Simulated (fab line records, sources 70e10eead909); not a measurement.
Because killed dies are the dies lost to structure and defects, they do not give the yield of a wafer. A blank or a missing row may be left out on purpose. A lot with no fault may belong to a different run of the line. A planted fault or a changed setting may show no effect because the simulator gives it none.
Comparing a struck lot with a sound one	flow nand_harc	14 out of 1159 route steps
Sound: the wafers L651.1, L651.2, L651.5. The struck wafers were L649.4, L649.5, L649.6. Last of all comes the cause.
Each step with rows lists, per side, the tool, then ch with its chambers, then its first start. Under that, the readings that differ: sound wafers	struck wafers	difference of the means	sigmas: that difference in standard deviations of wafers without a fault.
alike: words and numbers the same on both sides, and readings whose means are apart by under 2 such deviations; not compared: readings that were withheld, readings missing a value for some wafer, numbers with overlapping values and no deviation given by the record, and bounds like >300 which may hide the same value.
The two part at a step that has a row with sigmas, a row that says differs or no value, or rows on one side only. Numbers that have no deviation but don't overlap get no sigmas and don't part them. A reading missing from all wafers of one side parts the sides only when that side holds two or more wafers.

first, 6 steps without rows for these wafers: NHARC_P_STI_COAT_03 (resist thk 600 nm); NHARC_P_STI_SOFTBAKE_04 (time 70 s); NHARC_P_STI_EBR_05; NHARC_P_STI_EXPOSE_06 (exposes mask P STI, target cd 200 nm); NHARC_P_STI_PEB_07 (peb time 80 s); NHARC_P_STI_DEVELOP_08 (time 50 s).
NHARC_P_STI_CD_MEAS_09: the cd target is 200 nm.
  sound on cd_sem-02 ch 0, day 6 10:42; struck on cd_sem-02 ch 0, day 5 23:07
  alike: cd_nm
NHARC_P_STI_OVL_MEAS_10:
  struck on overlay-02, day 5 23:11; sound on overlay-01, day 6 10:47
  alike: overlay_x_nm, overlay_y_nm
NHARC_P_STI_INSPECT_11:
  struck on defect_inspect-01, day 5 23:14; sound on defect_inspect-02, day 6 10:50
  alike: raw_defect_count
then, 1 step without rows for these wafers: NHARC_P_STI_HARDBAKE_13 (time 65 s).
NHARC_P_STI_DESCUM_14: chemistry O2, time 3 s.
  sound on rie_diel-07 ch 1,3, day 6 10:58; struck on rie_diel-03 ch 0,3, day 5 23:22
  alike: drypump_motor_current_A, oes_product_au, rf_vpp_V, showerhead_plenum_p_Torr, throttle_valve_pct
  not compared: rf_hours_counter_h
NHARC_P_STI_ETCH_42: etches the open film in N2/H2, target depth 80 nm, overetch 24 nm, time 61 s.
  sound on rie_diel-07 ch 0,2,3, day 6 11:04; struck on rie_diel-03 ch 1,2,3, day 5 23:28
  alike: bias_w, chamber_pressure_mTorr, drypump_motor_current_A, oes_product_au, rf_vpp_V, showerhead_plenum_p_Torr, throttle_valve_pct
  not compared: rf_hours_counter_h
NHARC_P_STI_ETCH_31: etches the open film in CF4/CHF3, target depth 108.9 nm, time 54.5 s.
  sound on rie_diel-07 ch 1,3, day 6 11:08; struck on rie_diel-03 ch 0,1,3, day 5 23:33
  no value came back on the struck wafers for any of 7 readings (bias_w (W), cf4_flow_sccm (sccm) and others); on the sound wafers bias_w (W) reads 200.2 200.0 199.5
  not compared: rf_hours_counter_h
NHARC_P_STI_ETCH_15: etches the open film in HBr/Cl2, target depth 300 nm, time 100.1 s.
  sound on rie_si-02 ch 1,2,3, day 6 11:14; struck on rie_si-02 ch 0,2,3, day 5 23:41
  alike: bias_w, chamber_pressure_mTorr, drypump_motor_current_A, oes_product_au, throttle_valve_pct
  not compared: rf_hours_counter_h

WHERE THEY PART
Only at NHARC_P_STI_ETCH_31, as far as this record shows. Later steps at which nothing parts them and some readings are alike: NHARC_P_STI_ETCH_15.

WHY: whatever the simulator had introduced
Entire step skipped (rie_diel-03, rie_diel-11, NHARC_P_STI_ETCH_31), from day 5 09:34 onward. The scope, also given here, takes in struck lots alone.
